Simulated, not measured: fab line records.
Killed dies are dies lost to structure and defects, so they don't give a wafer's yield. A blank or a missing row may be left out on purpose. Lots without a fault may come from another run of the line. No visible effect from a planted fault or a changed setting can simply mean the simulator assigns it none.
What tool caused it? :: flow n5-finfet :: Sampling: 22 lots, 66 wafers, 2 of 1938 route steps

== WHAT THE GAUGES SHOWED, per wafer ==
N5_BEOL_M5_INSPECT_58: inspects for defects (darkfield). Usual: 64 for raw-defect-count, sd 20.
lot: L074
measured: day 8 07:29
on: defect-inspect-02
raw-defect-count: 75 74 53
flag: 

lot: L076
measured: day 8 20:54
on: defect-inspect-01
raw-defect-count: 56 38 59
flag: 

lot: L077
measured: day 9 08:45
on: defect-inspect-02
raw-defect-count: 47 96 30
flag: 

lot: L078
measured: day 9 10:58
on: defect-inspect-01
raw-defect-count: 80 89 43
flag: 

lot: L080
measured: day 10 00:31
on: defect-inspect-01
raw-defect-count: 67 73 71
flag: 

lot: L079
measured: day 10 00:35
on: defect-inspect-02
raw-defect-count: 46 47 52
flag: 

lot: L081
measured: day 10 07:24
on: defect-inspect-02
raw-defect-count: 82 51 66
flag: 

lot: L083
measured: day 10 16:33
on: defect-inspect-01
raw-defect-count: 69 59 52
flag: 

lot: L084
measured: day 11 06:19
on: defect-inspect-01
raw-defect-count: 47 56 65
flag: 

lot: L086
measured: day 11 12:00
on: defect-inspect-02
raw-defect-count: 52 73 71
flag: 

lot: L087
measured: day 11 13:01
on: defect-inspect-02
raw-defect-count: 45 78 70
flag: 

lot: L085
measured: day 11 16:14
on: defect-inspect-01
raw-defect-count: 84 83 89
flag: 

lot: L088
measured: day 11 21:11
on: defect-inspect-02
raw-defect-count: 163 76 59
flag: 

lot: L089
measured: day 12 14:38
on: defect-inspect-02
raw-defect-count: 72 62 72
flag: 

lot: L091
measured: day 12 18:05
on: defect-inspect-02
raw-defect-count: 82 36 72
flag: 

lot: L090
measured: day 12 19:23
on: defect-inspect-01
raw-defect-count: 59 70 49
flag: 

lot: L092
measured: day 13 10:32
on: defect-inspect-02
raw-defect-count: 97 121 77
flag: 

lot: L095
measured: day 13 20:35
on: defect-inspect-02
raw-defect-count: 57 74 79
flag: 

lot: L093
measured: day 13 21:52
on: defect-inspect-02
raw-defect-count: 48 56 56
flag: 

lot: L094
measured: day 14 02:11
on: defect-inspect-01
raw-defect-count: 61 53 57
flag: 

lot: L097
measured: day 14 02:37
on: defect-inspect-01
raw-defect-count: 34 63 44
flag: 

lot: L096
measured: day 14 04:23
on: defect-inspect-02
raw-defect-count: 71 61 52
flag: 

N5_BEOL_M6_THK_MEAS_01. Usual: M6_ILD_THK 154.7 nm, standard deviation 1.9.
lot: L074
measured: day 8 08:07
on: film-metro-02
M6_ILD_THK (nm): 153.1 154.9 156.5
flag: 

lot: L076
measured: day 8 21:31
on: film-metro-02
M6_ILD_THK (nm): 154.2 153.8 155.5
flag: 

lot: L077
measured: day 9 09:22
on: film-metro-02
M6_ILD_THK (nm): 155.4 153.8 154.6
flag: 

lot: L078
measured: day 9 11:34
on: film-metro-02
M6_ILD_THK (nm): 153.0 157.0 158.0
flag: 

lot: L080
measured: day 10 01:09
on: film-metro-02
M6_ILD_THK (nm): 150.6 154.6 154.3
flag: 

lot: L079
measured: day 10 01:12
on: film-metro-02
M6_ILD_THK (nm): 152.8 157.3 156.6
flag: 

lot: L081
measured: day 10 08:01
on: film-metro-02
M6_ILD_THK (nm): 153.4 152.1 153.7
flag: 

lot: L083
measured: day 10 17:10
on: film-metro-02
M6_ILD_THK (nm): 155.5 157.8 154.4
flag: 

lot: L084
measured: day 11 06:56
on: film-metro-02
M6_ILD_THK (nm): 153.1 155.3 155.1
flag: 

lot: L086
measured: day 11 12:37
on: film-metro-02
M6_ILD_THK (nm): 153.8 156.1 158.7
flag: 

lot: L087
measured: day 11 13:37
on: film-metro-02
M6_ILD_THK (nm): 150.7 153.4 154.5
flag: 

lot: L085
measured: day 11 16:51
on: film-metro-01
M6_ILD_THK (nm): 153.7 153.1 158.8
flag: 

lot: L088
measured: day 11 21:48
on: film-metro-02
M6_ILD_THK (nm): 155.0 156.6 158.0
flag: 

lot: L089
measured: day 12 15:17
on: film-metro-01
M6_ILD_THK (nm): 151.3 151.3 154.6
flag: 

lot: L091
measured: day 12 19:41
on: film-metro-02
M6_ILD_THK (nm): 153.9 155.0 156.1
flag: 

lot: L090
measured: day 12 22:04
on: film-metro-01
M6_ILD_THK (nm): 150.4 154.1 154.4
flag: 

lot: L092
measured: day 13 11:10
on: film-metro-01
M6_ILD_THK (nm): 154.2 155.3 156.0
flag: 

lot: L095
measured: day 13 21:11
on: film-metro-01
M6_ILD_THK (nm): 151.1 152.9 154.0
flag: 

lot: L093
measured: day 13 22:29
on: film-metro-01
M6_ILD_THK (nm): 153.7 154.4 157.7
flag: 

lot: L094
measured: day 14 02:48
on: film-metro-01
M6_ILD_THK (nm): 153.7 153.4 156.8
flag: 

lot: L097
measured: day 14 03:14
on: film-metro-01
M6_ILD_THK (nm): 152.2 152.8 155.9
flag: 

lot: L096
measured: day 14 05:00
on: film-metro-02
M6_ILD_THK (nm): 153.5 155.6 156.2
flag: 

== TOOL THAT RAN EACH LOT (tool first, then ch and the chambers of the sampled wafers, then the start) ==
The record shows no process step preceding these readings.

== AS READ BY THE TOOLS THEMSELVES (means over the sampled wafers that have a number; for cases with no such wafer, the mark the record gives instead) ==
The record holds no such reading with a usual standard deviation.

== THE ANSWER, worked out from the rows above alone ==
Rule: a lot counts as off when the mean over its wafers that have a number is more than 3 standard deviations away from the usual mean. Also off: a lot with no number at a reading for which 4 or more lots have one. Where the step has rows for the other lots, those lots are counted as sound. After the gauges, taken in route order, come the tools' own readings; for these a lot's mean is taken, as printed above. The first step at which some lot is off is used, and at that step the reading that is off furthest; a lot without a number counts as furthest.
No lot is off on any of the readings shown, so nothing can be concluded from this.

== WHAT THE SIMULATOR PUT IN ==
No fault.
